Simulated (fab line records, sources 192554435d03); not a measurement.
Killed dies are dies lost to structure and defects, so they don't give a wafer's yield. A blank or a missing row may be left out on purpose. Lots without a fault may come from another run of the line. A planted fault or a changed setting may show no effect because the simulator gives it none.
One fault seen from 2 desks | flow n5_finfet | each desk has only its own numbers; what lay behind them comes last

THE METROLOGY DESK
What the gauges read, lot by lot, whatever tool the lot ran on: means of the sampled wafers that have a number. A lot is out of limits, marked OUT, if its mean lies more than 4 standard deviations from the usual mean; the brackets give that distance.
Columns: A = trench_depth_nm at N5_BEOL_M8_OCD_MEAS_38, usual 92.2 nm; B = cd_nm at N5_BEOL_M8_CD_MEAS_35, usual 40.0 nm; C = M8_THK at N5_BEOL_M8_THK_MEAS_53, usual 78.0 nm; D = M8_RS at N5_BEOL_M8_RS_MEAS_57, usual 0.294 ohm/sq
lot  | first seen here | A                | B    | C               | D
L578 | day 9 11:11     | 90.6             | 39.2 | 78.1            | 0.294
L577 | day 9 14:34     | 95.4             | 39.9 | 80.6            | 0.279
L583 | day 10 16:35    | 92.4             | 40.3 | 77.8            | 0.292
L586 | day 11 21:38    | 94.8             | 40.9 | 81.9            | 0.281
L593 | day 13 15:20    | 94.3             | 39.7 | 79.7            | 0.286
L595 | day 14 03:37    | 104.8 (+5.2) OUT | 39.8 | 90.9 (+4.8) OUT | 0.246 (-4.0) OUT
L594 | day 14 13:31    | 101.3            | 39.1 | 86.2            | 0.261
L598 | day 15 00:44    | 91.3             | 40.2 | 77.0            | 0.293
L599 | day 15 12:04    | 91.6             | 40.6 | 77.6            | 0.293
This desk's finding: out of limits on L595; first on L595, day 14 03:37 (trench_depth_nm at N5_BEOL_M8_OCD_MEAS_38). In limits: L578, L577, L583, L586, L593, L594, L598, L599.

THE TOOL OWNER'S DESK: rie_diel-05
The tool's own readings at N5_BEOL_M8_TRENCH_ETCH_37 (etches SiCOH lowk in C4F6/O2, target depth 93.478 nm, time 31.2 s): means of the sampled wafers that have a number, for each lot that ran on this tool. A lot is out of limits, marked OUT, if its mean lies more than 4 standard deviations from the usual mean; the brackets give that distance.
Columns: A = drypump_motor_current_A at N5_BEOL_M8_TRENCH_ETCH_37, usual 5.7 A; B = oes_o_777_au at N5_BEOL_M8_TRENCH_ETCH_37, usual 0.82 a.u.; C = oes_product_au at N5_BEOL_M8_TRENCH_ETCH_37, usual 0.82 a.u.; D = rf_fwd_power_W at N5_BEOL_M8_TRENCH_ETCH_37, usual 340.4 W; E = rf_vpp_V at N5_BEOL_M8_TRENCH_ETCH_37, usual 652 V; F = showerhead_plenum_p_Torr at N5_BEOL_M8_TRENCH_ETCH_37, usual 2.85 Torr; G = throttle_valve_pct at N5_BEOL_M8_TRENCH_ETCH_37, usual 20.76 %
lot  | first seen here | A   | B    | C    | D               | E              | F    | G
L577 | day 9 14:25     | 5.2 | 0.87 | 0.86 | 338.4           | 634            | 2.82 | 20.58
L586 | day 11 21:28    | 5.5 | 0.83 | 0.83 | 340.2           | 654            | 2.73 | 21.08
L595 | day 14 03:27    | 5.2 | 1.11 | 0.91 | 422.0 (+54) OUT | 564 (-4.4) OUT | 2.88 | 20.81
L594 | day 14 13:22    | 5.9 | 0.94 | 0.81 | 421.7 (+54) OUT | 592            | 2.88 | 21.12
This desk's finding: out of limits on L594, L595; first on L595, day 14 03:27 (rf_fwd_power_W at N5_BEOL_M8_TRENCH_ETCH_37). In limits: L577, L586.

PUT TOGETHER
The tool owner's desk could have raised an alarm at day 14 03:27, on L594, L595.
The metrology desk could have raised an alarm at day 14 03:37, on L595.
The metrology desk has L594 on record, within its limits.
Of the lots named, all ran N5_BEOL_M8_TRENCH_ETCH_37 on rie_diel-05.

WHAT THE SIMULATOR HAD PUT IN
Process parameter drift: rie_diel-05, from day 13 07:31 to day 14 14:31, at N5_BEOL_M8_TRENCH_ETCH_37. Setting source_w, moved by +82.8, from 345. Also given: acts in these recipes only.
Lots struck among those shown: L594, L595.
Hours from the fault's start to each desk's first reading out of limits: the tool owner's desk, 20; the metrology desk, 20.
